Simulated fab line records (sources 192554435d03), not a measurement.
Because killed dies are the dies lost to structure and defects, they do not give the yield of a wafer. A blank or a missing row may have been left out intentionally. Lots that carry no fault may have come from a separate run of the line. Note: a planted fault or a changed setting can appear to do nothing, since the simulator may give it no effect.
Chamber matching	flow n5Finfet	N5_BEOL_M1_STRIP_36 on rieDiel-04: 4 sister chambers
The step strips in N2/H2. 8 wafers are shown with their chamber, then 11 later ones without.

WAFERS, EACH WITH ITS CHAMBER
wafer	chamber	drypumpMotorCurrentA (A)	showerheadPlenumPTorr (Torr)
L081.6	0	5.1	2.55
L086.6	1	6.2	2.64
L087.5	2	5.0	2.45
L087.6	3	5.3	2.58
L091.2	3	5.3	2.57
L091.3	0	5.1	2.55
L091.4	1	6.1	2.64
L093.3	2	5.0	2.44

WAFERS WHOSE CHAMBER IS MISSING
wafer	drypumpMotorCurrentA (A)	showerheadPlenumPTorr (Torr)
L093.5	6.1	2.63
L093.6	5.1	2.55
L094.1	6.2	2.63
L094.4	5.0	2.44
L094.5	5.0	2.44
L096.2	5.3	2.57
L096.5	6.1	2.63
L096.6	5.0	2.44
L097.1	5.3	2.57
L097.3	5.0	2.44
L097.6	6.1	2.63

WHICH CHAMBER EACH ONE RAN IN
wafer	from the rows above	in truth
L093.5	1	1
L093.6	0	0
L094.1	1	1
L094.4	2	2
L094.5	2	2
L096.2	3	3
L096.5	1	1
L096.6	2	2
L097.1	3	3
L097.3	2	2
L097.6	1	1
Placed correctly: 11 of 11. From these rows, 0 cannot be placed. 0 placed wrongly.
How it was worked out, from the rows above alone: a wafer's distance from a chamber is the root of the sum, over the readings, of the square of ((its reading less the chamber's mean) divided by the reading's scatter). The wafer belongs to the nearest chamber; if the next one is less than 2 further off, it can't be placed. For every chamber, the mean is computed from those of its wafers that are shown. How the scatter is found: for the shown wafers, subtract from each reading the mean of its chamber, square and add these, divide the total by (wafers less chambers), then take the root.
